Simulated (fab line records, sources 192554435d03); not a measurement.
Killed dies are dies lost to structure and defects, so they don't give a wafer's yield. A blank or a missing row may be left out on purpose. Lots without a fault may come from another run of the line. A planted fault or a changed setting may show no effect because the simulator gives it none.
A struck lot beside a sound one | flow n5_finfet | 21 steps out of a route of 1938
Sound: wafers L690.3, L690.4, L690.6. Struck: wafers L678.2, L678.4, L678.6. The cause comes at the end.
At each step with rows: each side's tool, then ch and its chambers, then its first start. Under that, the readings that differ: sound wafers | struck wafers | difference of the means | sigmas: that difference in standard deviations of wafers without a fault.
alike: readings whose means differ by less than 2 such deviations, and words and numbers that are the same on both sides. not compared: withheld readings, readings that some wafer has no value for, bounds like >300 that may hide the same value, and numbers for which the record gives no deviation and whose values overlap.
The two part at a step that has a row with sigmas, a row that says differs or no value, or rows on one side only. Numbers that don't overlap but have no deviation are shown without sigmas and don't part them. A reading that every wafer of one side lacks parts them only if that side has two wafers or more.

first, 9 steps without rows for these wafers: N5_BEOL_M0_CO_CAP_123 (material Co, precursor CCTBA/H2, target thk 2 nm, time 102.1 s); N5_BEOL_M0_PRE_CLEAN_124 (time 15 s); N5_BEOL_M0_DEP_125 (deposits SiCN from 3MS/NH3, target thk 8 nm, time 14 s); N5_BEOL_M1_ILD_DEP_00 (deposits SiOC from DEMS/O2, target thk 79 nm, time 15.3 s); N5_BEOL_M1_PECVD_72 (deposits SiO2 from TEOS/O2, target thk 16 nm, time 18 s); N5_BEOL_M1_HM_DEP_02 (deposits TiN, target thk 20 nm); N5_BEOL_M1_COAT_61 (time 60 s, resist thk 60 nm); N5_BEOL_M1_COAT_62 (time 60 s, resist thk 12 nm); N5_BEOL_M1_COAT_73 (time 60 s, resist thk 5 nm).
N5_BEOL_M1_COAT_05: resist thk 30 nm.
  sound on litho_track-04 ch 0, day 10 13:14; struck on litho_track-02 ch 0, day 7 23:08
  reading                                      | sound                | struck               | difference | sigmas
  spin_speed_rpm (rpm)                         | 1501.1 1500.0 1498.6 | 1544.6 1547.5 1545.3 | +45.9      | +42
  model.CAR-EUV_of_BEOL_M1_COAT_05.thk_nm (nm) | 30 30 30             | 29.4 29.4 29.4       | -0.6       |
  alike: exhaust_pa
then, 7 steps without rows for these wafers: N5_BEOL_M1_EBR_07; N5_BEOL_M1_SOFTBAKE_06 (time 60 s); N5_BEOL_M1_EXPOSE_08 (exposes mask M1); N5_BEOL_M1_PEB_09 (peb time 60 s); N5_BEOL_M1_DEVELOP_10 (develop time 30 s); N5_BEOL_M1_DESCUM_16 (chemistry O2, time 7 s); N5_BEOL_M1_ETCH_74 (etches underlayer in N2/H2, target depth 6.5 nm, time 5.2 s).
N5_BEOL_M1_ETCH_63: etches SiARC in CF4, target depth 15.6 nm, time 26 s.
  sound on rie_diel-06 ch 1,3, day 10 13:49; struck on rie_diel-02 ch 0,1, day 7 23:44
  reading                                      | sound          | struck         | difference | sigmas
  oes_product_au (a.u.)                        | 0.74 0.86 0.85 | 0.60 0.65 0.65 | -0.18      | -2
  model.CAR-EUV_of_BEOL_M1_COAT_05.thk_nm (nm) | 11 11 11.2     | 10.6 10.4 10.6 | -0.5       |
  alike: bias_w, drypump_motor_current_A, etch_rf_on_time_s, rf_vpp_V, showerhead_plenum_p_Torr, throttle_valve_pct
  not compared: rf_hours_counter_h
then, 1 step without rows for these wafers: N5_BEOL_M1_ETCH_64 (etches SOC in N2/H2, target depth 75 nm, overetch 15 nm, time 112.5 s).
N5_BEOL_M4_RC_MEAS_101:
  sound on prober-02 ch 0, day 12 10:41; struck on prober-01 ch 0, day 9 20:07
  reading       | sound          | struck         | difference | sigmas
  ION_P (uA/um) | 476 484 494    | 471 461 466    | -19        | -2
  VT_P (mV)     | -245 -242 -240 | -248 -252 -247 | -7         | -2
  alike: DIBL_N, DIBL_P, IOFF_N, IOFF_P, ION_N, SS_N, SS_P, VT_N
N5_PASSIVATION_PROBE_49:
  the record has rows for the sound wafers here (prober-02, day 16 22:31) and none for the struck ones

WHERE THEY PART
First at N5_BEOL_M1_COAT_05; last, within this record, at N5_PASSIVATION_PROBE_49.

WHY: what the simulator had put in
Process parameter drift: litho_track-02, from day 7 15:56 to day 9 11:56, at N5_BEOL_M1_COAT_05. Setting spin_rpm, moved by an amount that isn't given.
